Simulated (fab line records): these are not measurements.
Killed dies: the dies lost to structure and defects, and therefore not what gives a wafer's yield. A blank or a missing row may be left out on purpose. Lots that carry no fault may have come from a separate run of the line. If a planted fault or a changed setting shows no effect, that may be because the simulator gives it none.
Chamber matching / flow nand_harc / 4 sister chambers for NHARC_A_STAIRCASE_TRIM_12 on rie_diel-03
The step chemistry O2, time 211.2 s. 8 wafers are shown with their chamber, then 7 later ones without.

== WAFERS, EACH WITH ITS CHAMBER ==
wafer=L347.2; chamber=2; showerhead_plenum_p_Torr (Torr)=3.29; drypump_motor_current_A (A)=6.09
wafer=L350.3; chamber=0; showerhead_plenum_p_Torr (Torr)=3.49; drypump_motor_current_A (A)=5.97
wafer=L350.5; chamber=1; showerhead_plenum_p_Torr (Torr)=3.73; drypump_motor_current_A (A)=5.96
wafer=L352.4; chamber=0; showerhead_plenum_p_Torr (Torr)=3.49; drypump_motor_current_A (A)=5.99
wafer=L352.5; chamber=3; showerhead_plenum_p_Torr (Torr)=3.61; drypump_motor_current_A (A)=5.78
wafer=L355.2; chamber=3; showerhead_plenum_p_Torr (Torr)=3.61; drypump_motor_current_A (A)=5.78
wafer=L355.3; chamber=2; showerhead_plenum_p_Torr (Torr)=3.27; drypump_motor_current_A (A)=6.11
wafer=L355.4; chamber=1; showerhead_plenum_p_Torr (Torr)=3.72; drypump_motor_current_A (A)=5.92

== WAFERS MISSING THEIR CHAMBER ==
wafer=L357.3; showerhead_plenum_p_Torr (Torr)=3.60; drypump_motor_current_A (A)=5.77
wafer=L357.4; showerhead_plenum_p_Torr (Torr)=3.27; drypump_motor_current_A (A)=6.09
wafer=L357.6; showerhead_plenum_p_Torr (Torr)=3.48; drypump_motor_current_A (A)=5.96
wafer=L359.1; showerhead_plenum_p_Torr (Torr)=3.81; drypump_motor_current_A (A)=6.13
wafer=L359.5; showerhead_plenum_p_Torr (Torr)=3.60; drypump_motor_current_A (A)=5.79
wafer=L363.1; showerhead_plenum_p_Torr (Torr)=3.59; drypump_motor_current_A (A)=5.78
wafer=L363.4; showerhead_plenum_p_Torr (Torr)=3.70; drypump_motor_current_A (A)=5.95

== THE CHAMBER EACH PASSED THROUGH ==
wafer=L357.3; from the rows above=3; in truth=3
wafer=L357.4; from the rows above=2; in truth=2
wafer=L357.6; from the rows above=0; in truth=0
wafer=L359.1; from the rows above=1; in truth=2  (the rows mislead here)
wafer=L359.5; from the rows above=3; in truth=3
wafer=L363.1; from the rows above=3; in truth=3
wafer=L363.4; from the rows above=1; in truth=1
6 of 7 placed correctly. Number that these rows cannot place: 0. 1 placed wrongly.
How it was worked out, from the rows above alone: a wafer's distance from a chamber is the root of the sum, over the readings, of the square of ((its reading less the chamber's mean) divided by the reading's scatter). If the next closest chamber is less than 2 further off than the closest, the wafer can't be placed; otherwise it belongs to the closest. A chamber's mean is the mean of its shown wafers. How the scatter is found: for the shown wafers, subtract from each reading the mean of its chamber, square and add these, divide the total by (wafers less chambers), then take the root.
